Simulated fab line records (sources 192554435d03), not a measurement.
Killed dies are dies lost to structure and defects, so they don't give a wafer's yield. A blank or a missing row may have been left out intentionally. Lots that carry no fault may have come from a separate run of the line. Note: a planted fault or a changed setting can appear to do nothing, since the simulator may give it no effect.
A lot that was struck, set against a sound lot    flow n5-finfet    40 steps out of a route of 1938
Sound: wafers L338.3, L338.4, L338.6. The struck wafers were L332.2, L332.5, L332.6. The cause is given at the end.
Per side, at each step with rows, come the tool, then ch with its chambers, and then its first start. Under that, the readings that differ: sound wafers    struck wafers    difference of the means    sigmas: that difference in standard deviations of wafers without a fault.
alike: readings with means less than 2 such deviations apart, plus words and numbers identical on both sides. not compared: withheld readings, readings lacking a value on some wafer, bounds such as >300 that could conceal the same value, and numbers that have no deviation in the record and whose values overlap.
A row with sigmas, a row that says differs or no value, or rows on one side alone: a step with any of these is where the two part. Numbers that have no deviation but don't overlap get no sigmas and don't part them. A reading that every wafer of one side lacks parts them only if that side has two wafers or more.

first, 3 steps without rows for these wafers: N5_SD_EPI_P_ETCH_36 (etches SiARC in CF4, target depth 45.5 nm, time 75.8 s); N5_SD_EPI_P_ETCH_37 (etches SOC in N2/H2, overetch 108 nm, time 486 s); N5_SD_EPI_P_STRIP_38 (strips in N2/H2).
N5_SD_EPI_P_ETCHBACK_46: etches SiNx in CH3F/O2, stops on SiO2, target depth 17.5 nm.
  sound on rie-diel-06 ch 0,2,3, day 7 12:01; struck on rie-diel-06 ch 0,2,3, day 5 21:04
  alike: CH3F_flow_sccm, bias-w, drypump-motor-current-A, oes-product-au, rf-vpp-V, showerhead-plenum-p-Torr, throttle-valve-pct
  not compared: rf-hours-counter-h
N5_SD_EPI_P_ETCH_47: etches SiOCN in CH3F/O2, target depth 25 nm.
  sound on rie-diel-06 ch 0,2,3, day 7 12:07; struck on rie-diel-06 ch 0,2,3, day 5 21:10
  alike: CH3F_flow_sccm, bias-w, drypump-motor-current-A, oes-product-au, rf-vpp-V, showerhead-plenum-p-Torr, throttle-valve-pct
  not compared: rf-hours-counter-h
then, 7 steps without rows for these wafers: N5_SD_EPI_P_ETCH_16 (etches SiO2 in CHF3/O2, target depth 5 nm); N5_SD_EPI_P_STRIP_50 (strips in CHF3/O2); N5_SD_EPI_P_SD_RECESS_17 (chemistry HBr/Cl2/O2, target depth 39.1 nm, bt time 3 s); N5_SD_EPI_P_WET_ETCH_45 (etches SiO2 in dHF, time 10.7 s, target depth 2 nm, rinse time 30 s); N5_SD_EPI_P_STRIP_40 (strips in N2/H2); N5_SD_EPI_P_PRECLEAN_52 (cleans in O3/DIW, time 60 s); N5_SD_EPI_P_SRD_20 (time 30 s).
N5_SD_EPI_P_PRECLEAN_51: cleans in NF3:NH3, afs cycles 1, time 20 s, sublimation time 60 s.
  struck on epi-rpcvd-01, day 5 21:43; sound on epi-rpcvd-01 ch 0, day 7 12:40
  no value came back on the struck wafers for afs-cycles, chamber-pressure-Torr (Torr), time-s (s); on the sound wafers afs-cycles reads 1 1 1
reading                                      sound        struck  difference  sigmas
model.SiNx_of_SD_EPI_N_LINER_46.thk-nm (nm)  2.6 2.6 2.6  3 3 3   +0          
then, 1 step without rows for these wafers: N5_SD_EPI_P_VAPOR_ETCH_44 (etches SiGe30 in NF3/Ar, time 3.3 s).
N5_SD_EPI_P_EPI_21: deposits SiGe:B, time 355 s.
  sound on epi-rpcvd-01 ch 0, day 7 13:41; struck on epi-rpcvd-01 ch 0, day 5 22:38
reading                                      sound           struck   difference  sigmas
model.SiGe-B_of_SD_EPI_P_EPI_21.thk-nm (nm)  62.4 62.6 61.8  0.8 1 1  -61.3       
then, 6 steps without rows for these wafers: N5_SD_EPI_P_HM_STRIP_48 (strips SiNx in H3PO4, material SiNx, target depth 3 nm); N5_SD_EPI_P_SRD_49 (time 30 s); N5_SD_EPI_P_PRECLEAN_24 (cleans in O3/DIW, time 45 s); N5_SD_EPI_P_PRECLEAN_32 (cleans in dHF, time 10 s); N5_SD_EPI_P_PRECLEAN_33 (cleans in SC2, time 45 s); N5_SD_EPI_P_SRD_25 (time 30 s).
N5_SD_EPI_P_INSPECT_26: inspects for defects (darkfield).
  struck on defect-inspect-01, day 6 01:16; sound on defect-inspect-01, day 7 15:20
  alike: raw-defect-count
then, 2 steps without rows for these wafers: N5_SD_ACTIVATION_RTA_00 (time 0 s); N5_SD_ACTIVATION_LSA_01 (time 0.0008 s).
N5_SD_ACTIVATION_INSPECT_02: inspects for defects (darkfield).
  struck on defect-inspect-01, day 6 02:05; sound on defect-inspect-02, day 7 16:05
  alike: raw-defect-count
N5_ILD0_LINER_00: material SiNx, target thk 4 nm, pulse time 1 s, purge time 2 s.
  sound on ald-sin-01 ch 1,2,3, day 7 16:07; struck on ald-sin-01 ch 0,3, day 6 02:07
  alike: heater-power-w, precursor-pulse-height-rel
then, 3 steps without rows for these wafers: N5_ILD0_FCVD_FILL_01 (material SiO2 flowable, target thk 200 nm, time 328.3 s); N5_ILD0_CURE_02 (time 1800 s); N5_ILD0_CMP_03 (polishes, stops on SiNx, t overpolish 1.9 s, target thk 197.38 nm).
N5_ILD0_THK_MEAS_04:
  struck on film-metro-01, day 6 04:47; sound on film-metro-02, day 7 18:48
  alike: thk-nm
N5_ILD0_CMP_07: polishes SiO2 flowable, stops on poly-Si, t overpolish 1.18 s, target thk 138.88 nm.
  sound on cmp-03 ch 0,2, day 7 18:50; struck on cmp-01 ch 2,3, day 6 04:51
  alike: motor-current-A
N5_ILD0_THK_MEAS_08:
  struck on film-metro-01, day 6 05:07; sound on film-metro-01, day 7 19:07
  alike: thk-nm
then, 2 steps without rows for these wafers: N5_ILD0_PRECLEAN_10 (cleans in NF3:NH3, afs cycles 5, time 20 s, sublimation time 60 s); N5_ILD0_ALD_15 (deposits SiNx, target thk 24 nm, pulse time 1 s, ald cycles 480).
N5_ILD0_CMP_12: polishes SiNx, stops on poly-Si, t overpolish 6 s, target thk 17.67 nm.
  sound on cmp-04 ch 1,2, day 7 22:07; struck on cmp-01 ch 0,3, day 6 08:04
  alike: motor-current-A, overpolish-run-s, time-to-endpoint-s
N5_ILD0_THK_MEAS_13:
  struck on film-metro-01, day 6 08:19; sound on film-metro-02, day 7 22:25
reading      sound           struck          difference  sigmas
thk-nm (nm)  16.1 16.7 16.1  18.4 19.0 18.5  +2.3        +2
N5_ILD0_INSPECT_06: inspects for defects (darkfield).
  struck on defect-inspect-02, day 6 08:21; sound on defect-inspect-01, day 7 22:26
  alike: raw-defect-count
then, 2 steps without rows for these wafers: N5_SDB_HM_DEP_00 (deposits SiNx from SiH4/NH3/N2, target thk 40 nm, time 35.3 s); N5_SDB_COAT_03 (time 60 s, resist thk 100 nm).
N5_MOL_CONTACT_COAG_ETCH_110: etches Si in CF4/O2, target depth 2.5 nm, time 8 s.
  sound on rie-diel-02 ch 0,1,3, day 8 23:50; struck on rie-diel-03 ch 0,1, day 7 07:32
reading                                      sound           struck   difference  sigmas
model.SiGe-B_of_SD_EPI_P_EPI_21.thk-nm (nm)  59.4 59.6 58.8  0.8 1 1  -58.3       
  alike: bias-w, drypump-motor-current-A, oes-product-au, rf-vpp-V, showerhead-plenum-p-Torr, throttle-valve-pct
  not compared: rf-hours-counter-h

WHERE THEY PART
Last at N5_ILD0_THK_MEAS_13 as far as this record goes, first at N5_SD_EPI_P_PRECLEAN_51. Later steps at which nothing parts them and some readings are alike: N5_ILD0_INSPECT_06, N5_MOL_CONTACT_COAG_ETCH_110.

WHY: whatever the simulator had introduced
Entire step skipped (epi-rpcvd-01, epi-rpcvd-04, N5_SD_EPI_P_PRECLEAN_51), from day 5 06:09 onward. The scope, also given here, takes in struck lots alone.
